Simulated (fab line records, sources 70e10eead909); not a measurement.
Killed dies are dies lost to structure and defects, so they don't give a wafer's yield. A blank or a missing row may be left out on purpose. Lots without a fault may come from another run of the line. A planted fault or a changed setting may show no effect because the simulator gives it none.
A struck lot beside a sound one | flow nand_harc | 24 steps out of a route of 1302
Sound: wafers L764.1, L764.4, L764.5. Struck: wafers L773.1, L773.2, L773.5. The cause comes at the end.
At each step with rows: each side's tool, then ch and its chambers, then its first start. Under that, the readings that differ: sound wafers | struck wafers | difference of the means | sigmas: that difference in standard deviations of wafers without a fault.
alike: readings whose means differ by less than 2 such deviations, and words and numbers that are the same on both sides. not compared: withheld readings, readings that some wafer has no value for, bounds like >300 that may hide the same value, and numbers for which the record gives no deviation and whose values overlap.
The two part at a step that has a row with sigmas, a row that says differs or no value, or rows on one side only. Numbers that don't overlap but have no deviation are shown without sigmas and don't part them. A reading that every wafer of one side lacks parts them only if that side has two wafers or more.

first, 11 steps without rows for these wafers: NHARC_P_CONTACT_DEP_30 (deposits SiNx, target thk 30 nm); NHARC_P_CONTACT_DEP_00 (deposits SiO2, target thk 500 nm); NHARC_P_CONTACT_CMP_01 (polishes SiO2, target thk 200 nm); NHARC_P_CONTACT_SRD_03; NHARC_P_CONTACT_DEHYDRATE_04 (time 120 s); NHARC_P_CONTACT_HMDS_05 (time 30 s); NHARC_P_CONTACT_COAT_33 (time 75 s); NHARC_P_CONTACT_COAT_34 (time 65 s); NHARC_P_CONTACT_COAT_06 (resist thk 90 nm); NHARC_P_CONTACT_SOFTBAKE_07 (time 55 s); NHARC_P_CONTACT_EBR_08.
NHARC_P_CONTACT_EXPOSE_09: exposes mask P CA, target cd 90 nm.
  sound on arfi_scanner-03 ch 0, day 7 16:11; struck on arfi_scanner-03 ch 0, day 11 11:05
  reading              | sound             | struck            | difference | sigmas
  exposure_dose_mJ_cm2 | 81.30 81.14 81.11 | 66.50 66.46 66.45 | -14.71     | -99 or more
  alike: mask, stage_vel_mm_s
then, 2 steps without rows for these wafers: NHARC_P_CONTACT_PEB_10 (peb time 65 s); NHARC_P_CONTACT_DEVELOP_11 (develop time 35 s).
NHARC_P_CONTACT_CD_MEAS_12: target cd 90 nm.
  sound on cd_sem-03 ch 0, day 7 16:20; struck on cd_sem-01 ch 0, day 11 11:14
  reading    | sound          | struck         | difference | sigmas
  cd_nm (nm) | 91.7 90.8 90.9 | 78.4 78.2 78.3 | -12.8      | -23
NHARC_P_CONTACT_DESCUM_17: chemistry O2, time 3 s.
  sound on rie_diel-12 ch 1,2, day 7 16:31; struck on rie_diel-12 ch 2,3, day 11 11:25
  reading                    | sound             | struck           | difference | sigmas
  model.P_CONTACT.cd_nm (nm) | 91.71 91.25 90.88 | 77.99 76.8 78.35 | -13.57     |
  alike: drypump_motor_current_A, o2_flow_sccm, oes_product_au, rf_vpp_V, showerhead_plenum_p_Torr, throttle_valve_pct
  not compared: rf_hours_counter_h
then, 4 steps without rows for these wafers: NHARC_P_CONTACT_ETCH_35 (etches the open film in CF4, target depth 39 nm, time 65 s); NHARC_P_CONTACT_ETCH_36 (etches the open film in N2/H2, target depth 260 nm, time 406.25 s); NHARC_P_CONTACT_ETCH_18 (etches the open film in C4F8/O2/Ar, target depth 481 nm, time 240.5 s); NHARC_P_CONTACT_STRIP_37 (strips in C4F8/O2/Ar).
NHARC_P_CONTACT_ETCH_31: etches the open film in CH3F/O2, target depth 30 nm, time 85.7 s.
  sound on rie_diel-12 ch 1,2,3; struck on rie_diel-12 ch 0,1,2
  reading                    | sound             | struck            | difference | sigmas
  model.P_CONTACT.cd_nm (nm) | 92.91 90.33 89.95 | 78.95 76.96 78.67 | -12.87     |
  alike: drypump_motor_current_A, o2_flow_sccm, oes_product_au, rf_vpp_V, showerhead_plenum_p_Torr, throttle_valve_pct
  not compared: rf_hours_counter_h
NHARC_P_CONTACT_CD_MEAS_19:
  sound on cd_sem-02, day 7 17:23; struck on cd_sem-02, day 11 12:17
  reading    | sound          | struck         | difference | sigmas
  cd_nm (nm) | 93.0 90.3 90.1 | 79.1 76.8 78.6 | -13.0      | -9
then, 1 step without rows for these wafers: NHARC_P_CONTACT_STRIP_28 (strips in O2).
-- the record jumps here: 19 days lie between the struck wafers' starts before and after (it left off in module P_CONTACT and takes up again in module END, whose first step shown is number 1302 of the route) --
NHARC_END_SORT_01:
  the record has rows for the struck wafers here (prober-02 ch 0, day 30 03:16) and none for the sound ones

WHERE THEY PART
First at NHARC_P_CONTACT_EXPOSE_09; last, within this record, at NHARC_END_SORT_01.

WHY: what the simulator had put in
Process parameter drift: arfi_scanner-03, from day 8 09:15 on, at NHARC_P_CONTACT_EXPOSE_09. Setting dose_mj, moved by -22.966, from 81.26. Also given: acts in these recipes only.
